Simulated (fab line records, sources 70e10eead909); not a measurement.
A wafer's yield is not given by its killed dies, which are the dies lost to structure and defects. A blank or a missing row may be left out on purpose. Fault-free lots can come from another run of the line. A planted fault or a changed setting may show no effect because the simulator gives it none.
Chamber matching / flow nandHarc / rieDiel-01 running NHARC_P_STI_ETCH_42: 4 sister chambers
The step etches the open film in N2/H2, target depth 80 nm, overetch 24 nm, time 61 s. 14 wafers are shown with their chamber, then 7 later ones without.

== WAFERS PAIRED WITH THEIR CHAMBERS ==
wafer=L943.1; chamber=0; showerheadPlenumPTorr (Torr)=1.97; rfVppV (V)=427.1; throttleValvePct (%)=14.163
wafer=L943.5; chamber=1; showerheadPlenumPTorr (Torr)=1.99; rfVppV (V)=428.8; throttleValvePct (%)=14.180
wafer=L943.6; chamber=2; showerheadPlenumPTorr (Torr)=1.98; rfVppV (V)=429.0; throttleValvePct (%)=14.182
wafer=L945.3; chamber=1; showerheadPlenumPTorr (Torr)=1.99; rfVppV (V)=430.6; throttleValvePct (%)=14.169
wafer=L945.5; chamber=0; showerheadPlenumPTorr (Torr)=1.97; rfVppV (V)=429.7; throttleValvePct (%)=14.158
wafer=L945.6; chamber=3; showerheadPlenumPTorr (Torr)=2.16; rfVppV (V)=432.0; throttleValvePct (%)=14.169
wafer=L951.4; chamber=0; showerheadPlenumPTorr (Torr)=1.97; rfVppV (V)=429.5; throttleValvePct (%)=14.173
wafer=L951.5; chamber=0; showerheadPlenumPTorr (Torr)=1.97; rfVppV (V)=428.2; throttleValvePct (%)=14.173
wafer=L951.6; chamber=1; showerheadPlenumPTorr (Torr)=1.99; rfVppV (V)=429.2; throttleValvePct (%)=14.174
wafer=L956.3; chamber=0; showerheadPlenumPTorr (Torr)=1.97; rfVppV (V)=430.8; throttleValvePct (%)=14.177
wafer=L956.4; chamber=1; showerheadPlenumPTorr (Torr)=1.99; rfVppV (V)=428.5; throttleValvePct (%)=14.167
wafer=L956.5; chamber=3; showerheadPlenumPTorr (Torr)=2.15; rfVppV (V)=433.2; throttleValvePct (%)=14.173
wafer=L963.4; chamber=2; showerheadPlenumPTorr (Torr)=1.98; rfVppV (V)=428.7; throttleValvePct (%)=14.178
wafer=L963.5; chamber=2; showerheadPlenumPTorr (Torr)=1.98; rfVppV (V)=428.0; throttleValvePct (%)=14.189

SIGNATURES (averages over the wafers above)
reading=showerheadPlenumPTorr; chamber 0=1.9700; chamber 1=1.9900; chamber 2=1.9800; chamber 3=2.1550; scatter within a chamber=0.00224
reading=rfVppV; chamber 0=429.060; chamber 1=429.275; chamber 2=428.567; chamber 3=432.600; scatter within a chamber=1.1
reading=throttleValvePct; chamber 0=14.16880; chamber 1=14.17250; chamber 2=14.18300; chamber 3=14.17100; scatter within a chamber=0.00651
Rule: a wafer lies at a distance from a chamber equal to the root of the sum of squares, over the readings, of (its reading less the chamber's mean, divided by the reading's scatter). If the next closest chamber is less than 2 further off than the closest, the wafer can't be placed; otherwise it belongs to the closest. The scatter: the root of (the sum of the squares of (reading less its chamber's mean) over the shown wafers, divided by (wafers less chambers)).

== WAFERS MISSING THEIR CHAMBER ==
wafer=L963.6; showerheadPlenumPTorr (Torr)=2.15; rfVppV (V)=432.2; throttleValvePct (%)=14.158
wafer=L964.1; showerheadPlenumPTorr (Torr)=1.97; rfVppV (V)=427.5; throttleValvePct (%)=14.174
wafer=L964.2; showerheadPlenumPTorr (Torr)=1.98; rfVppV (V)=428.5; throttleValvePct (%)=14.169
wafer=L964.4; showerheadPlenumPTorr (Torr)=2.15; rfVppV (V)=432.4; throttleValvePct (%)=14.179
wafer=L965.3; showerheadPlenumPTorr (Torr)=2.15; rfVppV (V)=433.0; throttleValvePct (%)=14.171
wafer=L965.4; showerheadPlenumPTorr (Torr)=1.98; rfVppV (V)=427.6; throttleValvePct (%)=14.167
wafer=L965.5; showerheadPlenumPTorr (Torr)=1.98; rfVppV (V)=427.9; throttleValvePct (%)=14.171

== THE CHAMBER EACH PASSED THROUGH ==
wafer=L963.6; from the rows above=3; in truth=3
wafer=L964.1; from the rows above=0; in truth=0
wafer=L964.2; from the rows above=2; in truth=2
wafer=L964.4; from the rows above=3; in truth=3
wafer=L965.3; from the rows above=3; in truth=3
wafer=L965.4; from the rows above=2; in truth=2
wafer=L965.5; from the rows above=2; in truth=2
Correct placement for 7 of the 7. Number that these rows cannot place: 0. Number placed wrongly: 0.
